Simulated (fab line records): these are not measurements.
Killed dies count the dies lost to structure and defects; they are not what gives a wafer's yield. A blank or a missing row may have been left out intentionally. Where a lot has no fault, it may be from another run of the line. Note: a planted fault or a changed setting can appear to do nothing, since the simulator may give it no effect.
The tool behind it: which one? :: flow nandHarc :: 36 wafers from 12 lots sampled at 3 of the route's 1302 steps

WHAT THE GAUGES READ, wafer by wafer
NHARC_P_GATE_INSPECT_68.
lot: L075
measured: day 6 11:08
on: defectInspect-01
rawDefectCount: 164 232 202

lot: L077
measured: day 7 07:05
on: defectInspect-02
rawDefectCount: 251 194 140

lot: L079
measured: day 8 01:10
on: defectInspect-02
rawDefectCount: 237 112 239

lot: L081
measured: day 8 18:16
on: defectInspect-01
rawDefectCount: 193 340 258

lot: L083
measured: day 10 01:52
on: defectInspect-01
rawDefectCount: 200 379 213

lot: L085
measured: day 10 09:07
on: defectInspect-02
rawDefectCount: 177 210 254

lot: L087
measured: day 11 03:59
on: defectInspect-02
rawDefectCount: 435 259 453

lot: L089
measured: day 12 00:25
on: defectInspect-01
rawDefectCount: 183 208 201

lot: L091
measured: day 13 04:01
on: defectInspect-02
rawDefectCount: 99 242 148

lot: L093
measured: day 14 00:19
on: defectInspect-02
rawDefectCount: 180 147 140

lot: L095
measured: day 14 16:04
on: defectInspect-02
rawDefectCount: 329 287 211

lot: L097
measured: day 15 13:38
on: defectInspect-01
rawDefectCount: 350 337 412

EACH LOT AND THE TOOL THAT RAN IT (in order: tool; ch and the chambers of the sampled wafers; start)
lot: L075
NHARC_P_ZERO_WELL_DESCUM_13: rieDiel-07 ch 0,1,2, day 2 07:26
NHARC_P_ZERO_WELL_DESCUM_26: rieDiel-07 ch 0,1,2, day 2 11:50

lot: L077
NHARC_P_ZERO_WELL_DESCUM_13: rieDiel-12 ch 2,3, day 3 03:24
NHARC_P_ZERO_WELL_DESCUM_26: rieDiel-12 ch 0,1,2, day 3 04:49

lot: L079
NHARC_P_ZERO_WELL_DESCUM_13: rieDiel-07 ch 1,2,3, day 3 23:42
NHARC_P_ZERO_WELL_DESCUM_26: rieDiel-12 ch 0,2,3, day 4 01:05

lot: L081
NHARC_P_ZERO_WELL_DESCUM_13: rieDiel-12 ch 2,3, day 4 19:16
NHARC_P_ZERO_WELL_DESCUM_26: rieDiel-08 ch 0,2,3, day 4 20:34

lot: L083
NHARC_P_ZERO_WELL_DESCUM_13: rieDiel-07 ch 0,3, day 5 15:24
NHARC_P_ZERO_WELL_DESCUM_26: rieDiel-07 ch 1,3, day 5 16:39

lot: L085
NHARC_P_ZERO_WELL_DESCUM_13: rieDiel-07 ch 0,1,3, day 6 11:26
NHARC_P_ZERO_WELL_DESCUM_26: rieDiel-12 ch 1,3, day 6 12:38

lot: L087
NHARC_P_ZERO_WELL_DESCUM_13: rieDiel-12 ch 1,2, day 7 07:24
NHARC_P_ZERO_WELL_DESCUM_26: rieDiel-08 ch 0,1,3, day 7 08:48

lot: L089
NHARC_P_ZERO_WELL_DESCUM_13: rieDiel-12 ch 0,2,3, day 8 03:31
NHARC_P_ZERO_WELL_DESCUM_26: rieDiel-12 ch 0,1,2, day 8 04:51

lot: L091
NHARC_P_ZERO_WELL_DESCUM_13: rieDiel-12 ch 0,3, day 8 23:23
NHARC_P_ZERO_WELL_DESCUM_26: rieDiel-12 ch 0,2,3, day 9 00:46

lot: L093
NHARC_P_ZERO_WELL_DESCUM_13: rieDiel-07 ch 0,1,2, day 9 19:25
NHARC_P_ZERO_WELL_DESCUM_26: rieDiel-08 ch 1,2, day 9 20:43

lot: L095
NHARC_P_ZERO_WELL_DESCUM_13: rieDiel-12 ch 2,3, day 10 15:37
NHARC_P_ZERO_WELL_DESCUM_26: rieDiel-12 ch 1,3, day 10 16:59

lot: L097
NHARC_P_ZERO_WELL_DESCUM_13: rieDiel-12 ch 0,2,3, day 11 11:25
NHARC_P_ZERO_WELL_DESCUM_26: rieDiel-12 ch 1,2, day 11 12:44
- NHARC_P_ZERO_WELL_DESCUM_13: chemistry O2, time 3 s.
- NHARC_P_ZERO_WELL_DESCUM_26: chemistry O2, time 3 s.

THE ANSWER, worked out from the rows above alone
Rule: the lots themselves supply what counts as usual. Put in order of their means at a reading, lots are off if they are a third of the lots or fewer, leave a main group of 4 or more, and stand apart from it by a gap of 3 or more times the standard deviation of the main group's means; of several such gaps the widest counts. Not used: any main group whose means are identical at the precision the tables above print for the reading. Also off: a lot with no number at a reading for which 4 or more lots have one. The other lots that the step has rows for count as sound.
Nothing can be told from this: no lot is off at any reading shown.

WHAT HAD BEEN PUT IN BY THE SIMULATOR
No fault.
